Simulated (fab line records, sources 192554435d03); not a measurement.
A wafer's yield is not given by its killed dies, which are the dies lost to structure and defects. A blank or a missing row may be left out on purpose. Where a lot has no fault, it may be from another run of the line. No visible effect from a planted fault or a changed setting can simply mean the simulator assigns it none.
Split-lot experiment    flow n5_finfet    21 wafers read across 7 lots, on a route 1938 steps long

SPLIT DETAILS
At N5_SD_EPI_N_EPI_21 (deposits Si:P, time 690 s), the setting temp_c was moved away from the recipe's 680 C on 7 of the 21 wafers read, by -0.6% to +0.6%. All remaining wafers had this setting at the recipe value.

Reading taken at the split's own step.

THE READING
Si-P_of_SD_EPI_N_EPI_21.thk_nm (the simulator's own value, which no gauge read), in nm, at N5_SD_EPI_N_EPI_21 (deposits Si:P, time 690 s). No usual value for it is given in the file. Average 58.8 nm, standard deviation 0.46 nm, over the 14 wafers here run with the recipe.

wafer   tool, chamber at the split  temp_c as run, C  against the recipe  Si-P_of_SD_EPI_N_EPI_21.thk_nm, nm  against lot-mates on the recipe
L076.2  epi_rpcvd-01, 0             681.4             +0.2%               59.8                                +1.0
L076.4  epi_rpcvd-01, 0             680               recipe              58.8                                -
L076.5  epi_rpcvd-01, 0             681.4             +0.2%               59.4                                +0.6
L085.1  epi_rpcvd-03, 0             680               recipe              59                                  -
L085.2  epi_rpcvd-03, 0             680               recipe              59.8                                -
L085.4  epi_rpcvd-03, 0             680               recipe              59.2                                -
L086.1  epi_rpcvd-01, 0             680               recipe              58.2                                -
L086.5  epi_rpcvd-01, 0             680               recipe              59.4                                -
L086.6  epi_rpcvd-01, 0             678               -0.3%               56.8                                -2.0
L087.1  epi_rpcvd-03, 0             684.1             +0.6%               62.8                                no lot-mate on the recipe
L087.4  epi_rpcvd-03, 0             684.1             +0.6%               63                                  no lot-mate on the recipe
L087.6  epi_rpcvd-03, 0             684.1             +0.6%               63                                  no lot-mate on the recipe
L091.2  epi_rpcvd-01, 0             680               recipe              58.8                                -
L091.3  epi_rpcvd-01, 0             680               recipe              58.6                                -
L091.4  epi_rpcvd-01, 0             680               recipe              58.6                                -
L095.1  epi_rpcvd-04, 0             680               recipe              58.6                                -
L095.3  epi_rpcvd-04, 0             680               recipe              58.2                                -
L095.4  epi_rpcvd-04, 0             680               recipe              58.2                                -
L096.2  epi_rpcvd-03, 0             675.7             -0.6%               54.4                                -4.5
L096.3  epi_rpcvd-03, 0             680               recipe              58.6                                -
L096.5  epi_rpcvd-03, 0             680               recipe              59.2                                -

THE FIT
A straight line over all 21 wafers: Si-P_of_SD_EPI_N_EPI_21.thk_nm changes by +6.77 nm for each +1% of temp_c; r = +0.98; the points scatter about the line by 0.44 nm.
The same after taking each lot's own level away (the mean of its wafers on the recipe; 18 wafers): +6.51 nm for each +1%; r = +0.96; scatter 0.36 nm.
The reading moves by 4.1 nm for the largest change in temp_c, on that fit.
Across the lots, their own levels run from 58.33 to 59.33 nm, a range of 2.2 times the standard deviation given above.
The two slopes are in agreement: the lot-to-lot level therefore moves the slope only a little.
Check: with one of the wafers moved furthest among these (-0.6%) left out of the fit, the line predicts -3.48 nm for it against its lot-mates. Against them it came out at -4.5 nm.

THE OTHER SPLITS THESE WAFERS WENT THROUGH
Before the reading, these wafers also passed through other splits. Each is held against what the fit with the lots' levels taken away leaves over:
other split on the same wafers             wafers away from the commonest value  r with Si-P_of_SD_EPI_N_EPI_21.thk_nm (lot level and that fit taken away)
N5_PMOS_HMC_CHANNEL_EPI_PEB_07 peb_time_s  10                                    +0.43
N5_FIN_SAQP_SPACER1_ALD_24 ald_cycles      7                                     +0.20
N5_DUMMY_GATE_PECVD_30 time_s              8                                     +0.00
N5_SD_EPI_N_PEB_07 peb_temp_c              9                                     +0.05

THE FILE'S OWN FIT
Si-P_of_SD_EPI_N_EPI_21.thk_nm changes by +6.81 nm for each +1% of temp_c, r = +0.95.
